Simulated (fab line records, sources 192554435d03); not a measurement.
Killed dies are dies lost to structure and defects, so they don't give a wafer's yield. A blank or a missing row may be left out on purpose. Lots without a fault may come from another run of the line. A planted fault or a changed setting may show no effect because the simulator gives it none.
Split-lot experiment | flow n5_finfet | 7 lots, 21 wafers read, on a route of 1938 steps

THE SPLIT
At N5_BEOL_M8_COAT_64 (time 60 s, resist thk 12 nm), the setting spin_rpm was moved away from the recipe's 1500 rpm on 7 of the 21 wafers read, by -7.1% to -3.1%. The other wafers ran this setting at the recipe's value.

FROM THE SPLIT TO THE READING: what the file shows between them, 5 steps
- N5_BEOL_M8_COAT_22: resist thk 30 nm (also split here: spin_rpm)
- N5_BEOL_M8_EBR_24
- N5_BEOL_M8_SOFTBAKE_23: time 60 s
- N5_BEOL_M8_DESCUM_33: chemistry O2, time 7 s
- N5_BEOL_M8_ETCH_72: etches underlayer in N2/H2, target depth 6.5 nm, time 5.2 s

THE READING
etch.depth_nm (the simulator's own value, which no gauge read), in nm, at N5_BEOL_M8_ETCH_65 (etches SiARC in CF4, target depth 15.6 nm, time 26 s). The file gives no usual value for it. The 14 wafers here that ran the recipe average 12.03 nm, standard deviation 0.026 nm.

wafer  | tool, chamber at the split | spin_rpm as run, rpm | against the recipe | etch.depth_nm, nm | against lot-mates on the recipe
L074.2 | litho_track-03, 0          | 1433                 | -4.5%              | 12.32             | +0.31
L074.3 | litho_track-03, 0          | 1500                 | recipe             | 12.01             | -
L074.4 | litho_track-03, 0          | 1433                 | -4.5%              | 12.31             | +0.30
L080.2 | litho_track-03, 0          | 1500                 | recipe             | 12.03             | -
L080.3 | litho_track-03, 0          | 1453                 | -3.1%              | 12.2              | +0.17
L080.6 | litho_track-03, 0          | 1453                 | -3.1%              | 12.19             | +0.16
L082.4 | litho_track-04, 0          | 1500                 | recipe             | 12                | -
L082.5 | litho_track-04, 0          | 1500                 | recipe             | 12.03             | -
L082.6 | litho_track-04, 0          | 1500                 | recipe             | 12.04             | -
L086.1 | litho_track-04, 0          | 1500                 | recipe             | 11.97             | -
L086.4 | litho_track-04, 0          | 1500                 | recipe             | 11.99             | -
L086.5 | litho_track-04, 0          | 1500                 | recipe             | 12.02             | -
L089.1 | litho_track-03, 0          | 1393                 | -7.1%              | 12.46             | no lot-mate on the recipe
L089.4 | litho_track-03, 0          | 1393                 | -7.1%              | 12.47             | no lot-mate on the recipe
L089.6 | litho_track-03, 0          | 1393                 | -7.1%              | 12.48             | no lot-mate on the recipe
L091.1 | litho_track-03, 0          | 1500                 | recipe             | 12.06             | -
L091.4 | litho_track-03, 0          | 1500                 | recipe             | 12.05             | -
L091.6 | litho_track-03, 0          | 1500                 | recipe             | 12.01             | -
L093.3 | litho_track-03, 0          | 1500                 | recipe             | 12.04             | -
L093.4 | litho_track-03, 0          | 1500                 | recipe             | 12.03             | -
L093.6 | litho_track-03, 0          | 1500                 | recipe             | 12.07             | -

THE FIT
A straight line over all 21 wafers: etch.depth_nm changes by -0.0623 nm for each +1% of spin_rpm; r = -0.99; the points scatter about the line by 0.025 nm.
The same after taking each lot's own level away (the mean of its wafers on the recipe; 18 wafers): -0.0635 nm for each +1%; r = -0.98; scatter 0.022 nm.
On that fit, the largest move of spin_rpm shifts the reading by 0.45 nm.
The lots' own levels span 11.993 to 12.047 nm, that is 2.0 times the standard deviation above.
So the lot-to-lot level changes the slope little: the two slopes agree.
Check: with one of the wafers moved furthest among these (-4.5%) left out of the fit, the line predicts +0.268 nm for it against its lot-mates. It came out at +0.31 nm against them.

OTHER SPLITS ON THESE WAFERS
These wafers also went through other splits before the reading. Each is held against what the fit with the lots' levels taken away leaves over:
other split on the same wafers | wafers away from the commonest value | r with etch.depth_nm (lot level and that fit taken away)
N5_BEOL_M3_COAT_68 spin_rpm    | 4                                    | -0.48
N5_BEOL_M6_COAT_59 spin_rpm    | 5                                    | -0.13
N5_BEOL_M6_ETCH_61 bias_w      | 5                                    | -0.41
N5_BEOL_M6_ETCH_66 bias_w      | 3                                    | +0.42
N5_BEOL_M7_ETCH_41 source_w    | 7                                    | +0.07
N5_BEOL_M8_COAT_22 spin_rpm    | 9                                    | +0.57

THE WHOLE CHAIN: every reading that the file lists as answering this split, in the file's order
step               | what it does                                         | reading                                                                          | change (the file's fit)                | r (the file's)
N5_BEOL_M8_COAT_64 | time 60 s, resist thk 12 nm                          | SiARC_of_BEOL_M8_COAT_64.thk_nm (the simulator's own value, which no gauge read) | -0.0811 nm for each +1% of the setting | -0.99
N5_BEOL_M8_ETCH_65 | etches SiARC in CF4, target depth 15.6 nm, time 26 s | etch.depth_nm (the simulator's own value, which no gauge read)                   | -0.063 nm for each +1% of the setting  | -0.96

THE FILE'S OWN FIT
etch.depth_nm changes by -0.063 nm for each +1% of spin_rpm, r = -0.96.
